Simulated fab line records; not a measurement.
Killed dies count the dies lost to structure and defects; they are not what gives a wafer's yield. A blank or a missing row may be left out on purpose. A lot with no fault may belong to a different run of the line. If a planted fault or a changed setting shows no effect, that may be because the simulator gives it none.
Chamber matching	flow n5 finfet	N5_BEOL_M5_DESCUM_33 on rie diel-02 has 4 sister chambers
The step chemistry O2, time 7 s. 4 wafers are shown with their chamber, then 8 later ones without.

## WAFERS WITH THEIR CHAMBER
wafer	chamber	drypump motor current A (A)
L085.2	3	5.8
L089.2	2	6.0
L089.5	0	5.6
L088.1	1	6.2

## WAFERS WHOSE CHAMBER IS MISSING
wafer	drypump motor current A (A)
L088.2	5.7
L088.4	6.0
L091.1	5.8
L091.3	5.6
L091.6	5.6
L095.4	5.8
L095.5	5.6
L095.6	6.3

## EACH ONE'S CHAMBER
wafer	from the rows above	in truth
L088.2	can't be placed: 3 or 0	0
L088.4	2	2
L091.1	3	3
L091.3	0	0
L091.6	0	0
L095.4	3	3
L095.5	0	0
L095.6	1	1
Placed correctly: 7 of 8. From these rows, 1 cannot be placed; in 1 the true chamber is one of the candidates. Wrongly placed: 0.
How it was worked out, from the rows above alone: a wafer's distance from a chamber is the root of the sum, over the readings, of the square of ((its reading less the chamber's mean) divided by the reading's scatter). If the next closest chamber is less than 2 further off than the closest, the wafer can't be placed; otherwise it belongs to the closest. The mean given for a chamber averages the wafers shown for that chamber. The scatter: with one shown wafer a chamber, the root of the mean of the squares of how far each hidden wafer lies from its nearest shown one.
